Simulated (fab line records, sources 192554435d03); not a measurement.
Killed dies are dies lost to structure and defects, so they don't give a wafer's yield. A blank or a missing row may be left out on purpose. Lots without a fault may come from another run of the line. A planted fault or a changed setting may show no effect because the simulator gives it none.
A struck lot beside a sound one | flow n5_finfet | 15 steps out of a route of 1938
Sound: wafers L869.1, L869.2, L869.3. Struck: wafer L866.5. (L866.6 of the same lot was not struck and is left out.) The cause comes at the end.
At each step with rows: each side's tool, then ch and its chambers, then its first start. Under that, the readings that differ: sound wafers | struck wafers | difference of the means | sigmas: that difference in standard deviations of wafers without a fault.
alike: readings whose means differ by less than 2 such deviations, and words and numbers that are the same on both sides. not compared: withheld readings, readings that some wafer has no value for, bounds like >300 that may hide the same value, and numbers for which the record gives no deviation and whose values overlap.
The two part at a step that has a row with sigmas, a row that says differs or no value, or rows on one side only. Numbers that don't overlap but have no deviation are shown without sigmas and don't part them. A reading that every wafer of one side lacks parts them only if that side has two wafers or more.

N5_BEOL_M9_TRENCH_ETCH_37: etches SiCOH lowk in C4F6/O2, target depth 151.43 nm, time 49 s.
  sound on rie_diel-02 ch 0,1,3; struck on rie_diel-02 ch 0
  alike: drypump_motor_current_A, oes_product_au, rf_vpp_V, showerhead_plenum_p_Torr, throttle_valve_pct
  not compared: rf_hours_counter_h
N5_BEOL_M9_ETCH_41: etches SiCN in CH3F/O2, target depth 36.6 nm, time 70.1 s.
  sound on rie_diel-02 ch 0,1,3; struck on rie_diel-02 ch 0
  alike: CH3F_flow_sccm, drypump_motor_current_A, oes_product_au, rf_vpp_V, showerhead_plenum_p_Torr, throttle_valve_pct
  not compared: rf_hours_counter_h
N5_BEOL_M9_STRIP_80: strips in N2/H2, time 10 s.
  sound on rie_diel-02 ch 0,1,3; struck on rie_diel-02 ch 0
  alike: drypump_motor_current_A, h2_flow_sccm, oes_product_au, rf_vpp_V, showerhead_plenum_p_Torr, throttle_valve_pct
  not compared: rf_hours_counter_h
N5_BEOL_M9_OCD_MEAS_38:
  sound on ocd-02, day 14 15:05; struck on ocd-01, day 13 12:19
  alike: trench_depth_nm
then, 4 steps without rows for these wafers: N5_BEOL_M9_HM_STRIP_39 (strips TiN in peroxide tin strip, target depth 25 nm, time 158 s); N5_BEOL_M9_SRD_40 (time 30 s); N5_BEOL_M9_PRECLEAN_42 (cleans in residue remover, time 60 s); N5_BEOL_M9_SRD_43 (time 30 s).
N5_BEOL_M9_CD_MEAS_35: target cd 70 nm, target cd y 40 nm.
  sound on cd_sem-02, day 14 15:14; struck on cd_sem-02, day 13 12:28
  alike: cd_nm
then, 2 steps without rows for these wafers: N5_BEOL_M9_CURE_72 (cures SiCOH lowk, time 120 s); N5_BEOL_M9_DEGAS_44 (time 60 s).
N5_BEOL_M9_PRE_CLEAN_45: time 30 s.
  sound on pvd_sputter-03, day 14 15:57; struck on pvd_sputter-01, day 13 13:29
  alike: heater_power_w, susceptor_temp_C
N5_BEOL_M9_ALD_74: deposits TaN, target thk 2 nm, pulse time 2 s, purge time 3 s.
  sound on ald_metal-04 ch 0,1,3, day 14 16:02; struck on ald_metal-02 ch 2, day 13 13:40
  reading    | sound    | struck | difference | sigmas
  ald_cycles | 40 40 40 | 39     | -1         |
  alike: heater_power_outer_w, heater_power_w, precursor_vessel_temp_c
  not compared: susceptor_temp_C
N5_BEOL_M9_SURFACE_TREAT_79:
  sound on pvd_sputter-01, day 14 16:19; struck on pvd_sputter-01, day 13 14:02
  not compared: throttle_valve_pct
-- the record jumps here: 2 days lie between the struck wafers' starts before and after (it left off in module BEOL_M9 and takes up again in module PASSIVATION, whose first step shown is number 1936 of the route) --
N5_PASSIVATION_PROBE_49:
  sound on prober-01, day 17 09:55; struck on prober-01, day 16 00:18
  reading                 | sound       | struck | difference | sigmas
  killed_short            | 27 30 40    | 56     | +24        | +3
  sort_bin_5_function (%) | 5.4 3.7 5.1 | 6.5    | +1.8       | +2
  alike: defect_limited_yield, killed_at_M0_to_M3, killed_at_M4_up, killed_at_contacts, killed_at_front_end, killed_at_other, killed_dies, killed_open, sort_bin_6_memory, sort_n_pass, sort_yield_pct

WHERE THEY PART
Only at N5_PASSIVATION_PROBE_49, within this record.

WHY: what the simulator had put in
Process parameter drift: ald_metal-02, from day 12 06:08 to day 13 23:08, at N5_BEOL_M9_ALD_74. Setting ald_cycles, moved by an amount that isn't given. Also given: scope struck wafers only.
